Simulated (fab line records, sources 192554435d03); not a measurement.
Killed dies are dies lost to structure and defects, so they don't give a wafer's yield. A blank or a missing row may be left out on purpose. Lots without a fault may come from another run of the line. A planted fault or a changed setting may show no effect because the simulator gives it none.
Split-lot experiment | flow n5_finfet | 7 lots, 21 wafers read, on a route of 1938 steps

THE SPLIT
At N5_BEOL_M6_ETCH_66 (etches SOC in N2/H2, target depth 80 nm, overetch 16 nm, time 120 s), the setting bias_w was moved away from the recipe's 150 W on 11 of the 21 wafers read, by -9.5% to +17.5%. The other wafers ran this setting at the recipe's value.

The reading is taken at the split's own step.

THE READING
rf_vpp_V, in V, at N5_BEOL_M6_ETCH_66 (etches SOC in N2/H2, target depth 80 nm, overetch 16 nm, time 120 s). Fault-free wafers of this fab line usually give 524.1 V, standard deviation 2.2 V.

wafer  | tool, chamber at the split | bias_w as run, W | against the recipe | rf_vpp_V, V | against lot-mates on the recipe
L079.2 | rie_diel-01, 0             | 171.6            | +14.4%             | 574.7       | +50.7
L079.4 | rie_diel-01, 2             | 150              | recipe             | 524.0       | -
L079.5 | rie_diel-01, 3             | 171.6            | +14.4%             | 569.9       | +45.9
L083.1 | rie_diel-06, 2             | 164.9            | +9.9%              | 554.4       | +29.3
L083.3 | rie_diel-06, 3             | 150              | recipe             | 525.1       | -
L083.5 | rie_diel-06, 0             | 164.9            | +9.9%              | 559.3       | +34.2
L084.4 | rie_diel-06, 1             | 150              | recipe             | 526.7       | -
L084.5 | rie_diel-06, 0             | 150              | recipe             | 526.5       | -
L084.6 | rie_diel-06, 1             | 150              | recipe             | 525.8       | -
L088.4 | rie_diel-06, 0             | 176.3            | +17.5%             | 583.3       | +55.6
L088.5 | rie_diel-06, 1             | 150              | recipe             | 527.7       | -
L088.6 | rie_diel-06, 2             | 176.3            | +17.5%             | 578.4       | +50.7
L093.2 | rie_diel-01, 0             | 140.9            | -6.1%              | 505.3       | -20.3
L093.5 | rie_diel-01, 0             | 150              | recipe             | 525.6       | -
L093.6 | rie_diel-01, 1             | 140.9            | -6.1%              | 500.5       | -25.1
L095.2 | rie_diel-01, 1             | 150              | recipe             | 520.9       | -
L095.4 | rie_diel-01, 2             | 163.7            | +9.1%              | 555.1       | +34.2
L095.6 | rie_diel-01, 0             | 163.7            | +9.1%              | 555.1       | +34.2
L097.1 | rie_diel-01, 2             | 150              | recipe             | 523.4       | -
L097.4 | rie_diel-01, 1             | 135.7            | -9.5%              | 487.1       | -36.6
L097.6 | rie_diel-01, 2             | 150              | recipe             | 524.0       | -

THE FIT
A straight line over all 21 wafers: rf_vpp_V changes by +3.35 V for each +1% of bias_w; r = +1.00; the points scatter about the line by 2.6 V.
The same after taking each lot's own level away (the mean of its wafers on the recipe; 21 wafers): +3.33 V for each +1%; r = +0.99; scatter 2.9 V.
On that fit, the largest move of bias_w shifts the reading by 58 V.
The lots' own levels span 520.90 to 527.70 V, that is 3.1 times the standard deviation above.
So the lot-to-lot level changes the slope little: the two slopes agree.
Check: with one of the wafers moved furthest among these (+17.5%) left out of the fit, the line predicts +58.2 V for it against its lot-mates. It came out at +55.6 V against them.
Tool readings at the split's step, against how far the setting was moved: rf_vpp_V r = +1.00.

OTHER SPLITS ON THESE WAFERS
These wafers also went through other splits before the reading. Each is held against what the fit with the lots' levels taken away leaves over:
other split on the same wafers | wafers away from the commonest value | r with rf_vpp_V (lot level and that fit taken away)
N5_BEOL_M5_ETCH_72 source_w    | 6                                    | -0.35
N5_BEOL_M5_COAT_74 spin_rpm    | 4                                    | -0.38
N5_BEOL_M5_COAT_22 spin_rpm    | 4                                    | -0.19

THE FILE'S OWN FIT
rf_vpp_V changes by +3.33 V for each +1% of bias_w, r = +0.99.
